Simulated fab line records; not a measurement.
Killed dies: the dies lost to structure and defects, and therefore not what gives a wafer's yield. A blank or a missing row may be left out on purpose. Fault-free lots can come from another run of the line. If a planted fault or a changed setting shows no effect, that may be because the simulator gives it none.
Split-lot study ; flow n5 finfet ; on a route of 1938 steps: 7 lots, 21 wafers read

== THE SPLIT ITSELF ==
At N5_BEOL_M11_COAT_59 (time 60 s, resist thk 100 nm), the setting spin rpm was moved away from the recipe's 1500 rpm on 8 of the 21 wafers read, by -11.0% to +5.3%. For the rest of the wafers, this setting stayed at what the recipe calls for.

The split's own step is where the reading is taken.

== THE READING ==
SOC_of_BEOL_M11_COAT_59.thk nm (the simulator's own value, which no gauge read), in nm, at N5_BEOL_M11_COAT_59 (time 60 s, resist thk 100 nm). No usual value for it is given in the file. The 13 wafers here that ran the recipe average 100.0 nm, standard deviation 0.37 nm.

wafer;tool, chamber at the split;spin rpm as run, rpm;against the recipe;SOC_of_BEOL_M11_COAT_59.thk nm, nm;against lot-mates on the recipe
L075.2;litho track-05, 0;1500;recipe;100.4;-
L075.3;litho track-05, 0;1500;recipe;100.2;-
L075.5;litho track-05, 0;1500;recipe;100;-
L080.1;litho track-04, 0;1500;recipe;100;-
L080.3;litho track-04, 0;1500;recipe;100;-
L080.5;litho track-04, 0;1500;recipe;100;-
L084.1;litho track-03, 0;1500;recipe;100.4;-
L084.4;litho track-03, 0;1427;-4.9%;102.8;+2.4
L084.5;litho track-03, 0;1427;-4.9%;102.8;+2.4
L091.1;litho track-03, 0;1500;recipe;99.4;-
L091.5;litho track-03, 0;1500;recipe;99.4;-
L091.3;litho track-03, 0;1335;-11.0%;105.6;+6.2
L095.2;litho track-03, 0;1500;recipe;99.6;-
L095.3;litho track-03, 0;1579;+5.3%;97;-2.6
L095.4;litho track-03, 0;1579;+5.3%;97.4;-2.2
L096.1;litho track-04, 0;1500;recipe;100.6;-
L096.4;litho track-04, 0;1500;recipe;100;-
L096.5;litho track-04, 0;1428;-4.8%;103;+2.7
L097.1;litho track-03, 0;1353;-9.8%;104.6;+5.0
L097.2;litho track-03, 0;1500;recipe;99.6;-
L097.6;litho track-03, 0;1353;-9.8%;104.8;+5.2

THE FIT
A straight line over all 21 wafers: SOC_of_BEOL_M11_COAT_59.thk nm changes by -0.513 nm for each +1% of spin rpm; r = -0.99; the points scatter about the line by 0.37 nm.
The same after taking each lot's own level away (the mean of its wafers on the recipe; 21 wafers): -0.519 nm for each +1%; r = -1.00; scatter 0.21 nm.
Per that fit: largest spin rpm move, reading shift of 5.7 nm.
Measured against the standard deviation above, the lots' own levels, which go from 99.40 to 100.40 nm, span 2.7 times it.
The two slopes are in agreement: the lot-to-lot level therefore moves the slope only a little.
Check: for one of the wafers moved furthest among these (-11.0%), held out of the fit, the line's prediction against its lot-mates is +5.6 nm. Against them it came out at +6.2 nm.

== THESE WAFERS: OTHER SPLITS ==
Other splits were also applied to these wafers ahead of the reading. Each is held against what the fit with the lots' levels taken away leaves over:
other split on the same wafers;wafers away from the commonest value;r with SOC_of_BEOL_M11_COAT_59.thk nm (lot level and that fit taken away)
N5_BEOL_M7_TRENCH_ETCH_37 time s;11;+0.42
N5_BEOL_M9_COAT_60 spin rpm;5;+0.14
N5_BEOL_M9_EXPOSE_08 dose mj;11;-0.01
N5_BEOL_M11_PECVD_70 temp c;9;-0.01

== THE FILE'S OWN FIT ==
SOC_of_BEOL_M11_COAT_59.thk nm changes by -0.533 nm for each +1% of spin rpm, r = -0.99.
